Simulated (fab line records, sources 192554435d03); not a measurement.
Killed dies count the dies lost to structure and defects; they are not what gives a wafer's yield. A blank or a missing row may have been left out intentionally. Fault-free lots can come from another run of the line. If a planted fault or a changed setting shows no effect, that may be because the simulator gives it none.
Chamber matching / flow n5Finfet / 4 sister chambers for N5_FIN_SAQP_ETCH_65 on rieSi-04
The step etches SiO2 in CF4, target depth 4 nm, time 4.4 s. 4 wafers are shown with their chamber, then 8 later ones without.

## WAFERS WITH THEIR CHAMBER
wafer=L078.2; chamber=0; drypumpMotorCurrentA (A)=5.9
wafer=L085.5; chamber=2; drypumpMotorCurrentA (A)=4.9
wafer=L085.6; chamber=1; drypumpMotorCurrentA (A)=6.3
wafer=L086.1; chamber=3; drypumpMotorCurrentA (A)=6.3

## WAFERS WITH NO CHAMBER GIVEN
wafer=L086.2; drypumpMotorCurrentA (A)=5.0
wafer=L086.3; drypumpMotorCurrentA (A)=5.9
wafer=L086.4; drypumpMotorCurrentA (A)=4.9
wafer=L086.5; drypumpMotorCurrentA (A)=6.3
wafer=L086.6; drypumpMotorCurrentA (A)=5.9
wafer=L089.4; drypumpMotorCurrentA (A)=5.0
wafer=L089.5; drypumpMotorCurrentA (A)=5.9
wafer=L089.6; drypumpMotorCurrentA (A)=6.3

## THE CHAMBER EACH PASSED THROUGH
wafer=L086.2; from the rows above=2; in truth=2
wafer=L086.3; from the rows above=0; in truth=0
wafer=L086.4; from the rows above=2; in truth=2
wafer=L086.5; from the rows above=can't be placed: 1 or 3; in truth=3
wafer=L086.6; from the rows above=0; in truth=0
wafer=L089.4; from the rows above=2; in truth=2
wafer=L089.5; from the rows above=0; in truth=0
wafer=L089.6; from the rows above=can't be placed: 1 or 3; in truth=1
Placed correctly: 6 of 8. From these rows, 2 cannot be placed; in 2 the true chamber is one of the candidates. Wrongly placed: 0.
How it was worked out, from the rows above alone: a wafer's distance from a chamber is the root of the sum, over the readings, of the square of ((its reading less the chamber's mean) divided by the reading's scatter). The wafer belongs to the nearest chamber; if the next one is less than 2 further off, it can't be placed. Each chamber's mean is taken over the wafers shown for it. The scatter (one wafer shown for each chamber): square how far every hidden wafer sits from the nearest shown wafer, average those squares and take the square root.
